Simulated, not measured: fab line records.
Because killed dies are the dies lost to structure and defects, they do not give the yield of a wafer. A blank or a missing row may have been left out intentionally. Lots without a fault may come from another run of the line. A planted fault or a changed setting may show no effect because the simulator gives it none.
Matching of chambers	flow nandHarc	aldHk-04 running NHARC_A_CHANNEL_FILL_D1_ALD_14: 4 sister chambers
The step deposits SiO2, target thk 2.5 nm, pulse time 10 s, ald cycles 25. 16 wafers are shown with their chamber, then 8 later ones without.

WAFERS WITH THEIR CHAMBER
wafer	chamber	heaterPowerW (W)	precursorPulseHeightRel
L212.3	2	460	1.016
L212.5	3	523	1.029
L212.6	0	495	0.983
L214.1	3	524	0.998
L214.4	2	453	0.978
L214.5	0	496	0.986
L215.4	2	454	1.025
L215.5	3	522	1.031
L215.6	0	481	0.987
L216.1	2	465	1.020
L216.2	1	440	1.008
L216.4	3	523	1.042
L218.2	2	465	0.992
L218.5	2	464	0.993
L218.6	1	407	1.001
L217.2	3	503	1.002

SIGNATURES (means of the wafers above)
reading	chamber 0	chamber 1	chamber 2	chamber 3	scatter within a chamber
heaterPowerW	490.67	423.50	460.17	519.00	9.82
precursorPulseHeightRel	0.98533	1.00450	1.00400	1.02040	0.0166
Rule: a wafer lies at a distance from a chamber equal to the root of the sum of squares, over the readings, of (its reading less the chamber's mean, divided by the reading's scatter). The wafer belongs to the nearest chamber; if the next one is less than 2 further off, it can't be placed. How the scatter is found: for the shown wafers, subtract from each reading the mean of its chamber, square and add these, divide the total by (wafers less chambers), then take the root.

WAFERS WITHOUT THEIR CHAMBER
wafer	heaterPowerW (W)	precursorPulseHeightRel
L217.3	413	1.030
L217.6	407	0.992
L220.2	491	1.030
L220.4	495	0.969
L220.6	415	1.005
L228.1	409	0.987
L228.5	481	0.999
L228.6	419	1.002

WHICH CHAMBER EACH ONE RAN IN
wafer	from the rows above	in truth
L217.3	1	1
L217.6	1	1
L220.2	can't be placed: 0 or 3 or 2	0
L220.4	0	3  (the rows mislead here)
L220.6	1	1
L228.1	1	1
L228.5	can't be placed: 0 or 2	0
L228.6	1	1
5 of 8 placed correctly. Not placeable from these rows: 2 (in 2, the candidates include the true chamber). Wrongly placed: 1.
